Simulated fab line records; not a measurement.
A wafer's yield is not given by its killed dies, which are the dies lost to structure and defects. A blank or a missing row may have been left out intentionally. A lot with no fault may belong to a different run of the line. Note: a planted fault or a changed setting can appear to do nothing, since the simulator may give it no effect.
Matching of chambers    flow n5-finfet    N5_BEOL_M13_ETCH_67 on rie-diel-03 has 4 sister chambers
The step etches SiARC in CF4, target depth 143 nm, time 238.3 s. 4 wafers are shown with their chamber, then 10 later ones without.

WAFERS PAIRED WITH THEIR CHAMBERS
wafer   chamber  showerhead-plenum-p-Torr (Torr)
L079.6  2        2.04
L090.4  1        2.14
L091.4  0        2.07
L091.5  3        2.04

WAFERS MISSING THEIR CHAMBER
wafer   showerhead-plenum-p-Torr (Torr)
L091.6  2.29
L093.1  2.29
L093.2  2.07
L093.5  2.04
L092.1  2.29
L092.3  2.13
L092.4  2.04
L095.4  2.28
L095.5  2.04
L095.6  2.28

WHICH CHAMBER EACH WENT THROUGH
wafer   from the rows above                in truth
L091.6  can't be placed: 1 or 0 or 2 or 3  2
L093.1  can't be placed: 1 or 0 or 2 or 3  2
L093.2  can't be placed: 0 or 2 or 3 or 1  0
L093.5  can't be placed: 2 or 3 or 0 or 1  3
L092.1  can't be placed: 1 or 0 or 2 or 3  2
L092.3  can't be placed: 1 or 0 or 2 or 3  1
L092.4  can't be placed: 2 or 3 or 0 or 1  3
L095.4  can't be placed: 1 or 0 or 2 or 3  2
L095.5  can't be placed: 2 or 3 or 0 or 1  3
L095.6  can't be placed: 1 or 0 or 2 or 3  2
Correctly placed: 0 of 10. From these rows, 10 cannot be placed; in 10 the true chamber is one of the candidates. Wrongly placed: 0.
How it was worked out, from the rows above alone: a wafer's distance from a chamber is the root of the sum, over the readings, of the square of ((its reading less the chamber's mean) divided by the reading's scatter). The wafer belongs to the nearest chamber; if the next one is less than 2 further off, it can't be placed. A chamber's mean is the mean of its shown wafers. The scatter (one wafer shown for each chamber): square how far every hidden wafer sits from the nearest shown wafer, average those squares and take the square root.
